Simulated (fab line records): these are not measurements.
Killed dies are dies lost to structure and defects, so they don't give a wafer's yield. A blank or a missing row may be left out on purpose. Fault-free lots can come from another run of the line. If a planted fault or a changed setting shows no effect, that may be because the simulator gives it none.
One fault seen from 2 desks	flow n5Finfet	only its own numbers are on each desk; what lay behind them is given at the end

## THE METROLOGY DESK
What the gauges read for every lot (on any tool): the sampled wafers with a number, averaged. Marked OUT: a lot whose mean sits more than 4 standard deviations from the usual mean, which makes it out of limits; the brackets give that distance.
Columns: A = MIM_TOP_OVL at N5_MIM_TOP_LITHO_OVL_MEAS_11, usual -4 nm
lot	first seen here	A
L489	day 11 22:09	-6
L490	day 12 10:34	-4
L492	day 12 10:54	1
L494	day 12 12:55	-0
L491	day 12 13:11	-7
L493	day 12 16:15	-3
L497	day 13 10:01	7
L502	day 15 14:34	-9
L505	day 16 01:25	-5
L510	day 17 03:23	-9
This desk's finding: nothing out of limits on any of the 10 lots.

## AT THE TOOL OWNER'S DESK: pvdSputter-03
The tool's own readings at N5_BEOL_M3_SPUTTER_92 (material Cu, target thk 4.5 nm, time 8.29 s): means of the sampled wafers that have a number, for each lot that ran on this tool. Marked OUT: a lot whose mean sits more than 4 standard deviations from the usual mean, which makes it out of limits; the brackets give that distance.
Columns: A = chuckGasFlowSccm at N5_BEOL_M3_SPUTTER_92, usual 1.27 sccm; B = throttleValvePct at N5_BEOL_M3_SPUTTER_92, usual 30.1 %
lot	first seen here	A	B
L489	day 7 05:54	1.32	29.8
L490	day 7 18:05	1.27	30.0
L491	day 8 00:20	1.36	29.5
L493	day 8 10:41	1.26	30.7
L494	day 8 13:40	1.22	30.0
L502	day 11 01:34	1.29	30.0
L505	day 11 04:31	1.28	29.9
This desk's finding: nothing out of limits on any of the 7 lots.

## PUT TOGETHER
Metrology desk: nothing out of limits seen.
The desk of the tool owner found nothing out of limits.

## WHAT WAS PUT IN BY THE SIMULATOR
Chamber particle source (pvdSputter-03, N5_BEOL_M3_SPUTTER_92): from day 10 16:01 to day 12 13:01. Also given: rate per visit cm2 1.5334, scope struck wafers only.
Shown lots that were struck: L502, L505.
